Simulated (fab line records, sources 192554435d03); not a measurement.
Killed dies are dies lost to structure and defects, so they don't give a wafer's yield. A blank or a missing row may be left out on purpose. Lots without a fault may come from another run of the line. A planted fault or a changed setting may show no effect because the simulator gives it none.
Chamber matching | flow n5_finfet | N5_HKMG_FIN_ALD_21 on ald_metal-04: 4 sister chambers
The step deposits TiN, target thk 1.5 nm, pulse time 1 s, purge time 3 s. 18 wafers are shown with their chamber, then 9 later ones without.

WAFERS WITH THEIR CHAMBER
wafer  | chamber | heater_power_w (W) | precursor_pulse_height_rel
L286.2 | 3       | 951                | 0.982
L286.5 | 2       | 767                | 1.010
L286.6 | 3       | 925                | 1.015
L288.1 | 2       | 747                | 0.980
L288.2 | 3       | 940                | 1.018
L288.4 | 1       | 877                | 0.986
L293.3 | 3       | 917                | 1.028
L293.5 | 3       | 950                | 1.004
L293.6 | 2       | 774                | 1.026
L294.1 | 3       | 942                | 1.024
L294.3 | 1       | 875                | 0.997
L294.6 | 2       | 761                | 0.972
L295.2 | 3       | 907                | 0.987
L295.5 | 2       | 764                | 0.979
L295.6 | 3       | 942                | 1.044
L296.1 | 3       | 940                | 0.994
L296.2 | 1       | 860                | 1.042
L296.5 | 0       | 958                | 1.019

SIGNATURES (means of the wafers above)
reading                    | chamber 0 | chamber 1 | chamber 2 | chamber 3 | scatter within a chamber
heater_power_w             | 958.00    | 870.67    | 762.60    | 934.89    | 13.1
precursor_pulse_height_rel | 1.01900   | 1.00833   | 0.99340   | 1.01067   | 0.0229
Rule: a wafer's distance from a chamber is the root of the sum, over the readings, of the square of ((its reading less the chamber's mean) divided by the reading's scatter). The wafer belongs to the nearest chamber; if the next one is less than 2 further off, it can't be placed. The scatter: the root of (the sum of the squares of (reading less its chamber's mean) over the shown wafers, divided by (wafers less chambers)).

WAFERS WITHOUT THEIR CHAMBER
wafer  | heater_power_w (W) | precursor_pulse_height_rel
L297.2 | 882                | 1.017
L297.4 | 944                | 1.018
L297.5 | 939                | 1.015
L298.1 | 945                | 1.024
L298.2 | 763                | 0.974
L298.6 | 932                | 1.018
L300.1 | 930                | 1.013
L300.4 | 842                | 0.964
L300.5 | 754                | 0.981

WHICH CHAMBER EACH WENT THROUGH
wafer  | from the rows above     | in truth
L297.2 | 1                       | 1
L297.4 | can't be placed: 3 or 0 | 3
L297.5 | can't be placed: 3 or 0 | 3
L298.1 | can't be placed: 3 or 0 | 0
L298.2 | 2                       | 2
L298.6 | can't be placed: 3 or 0 | 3
L300.1 | can't be placed: 3 or 0 | 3
L300.4 | 1                       | 1
L300.5 | 2                       | 2
Placed correctly: 4 of 9. Can't be placed from these rows: 5 (the true chamber is among the candidates in 5). Placed wrongly: 0.
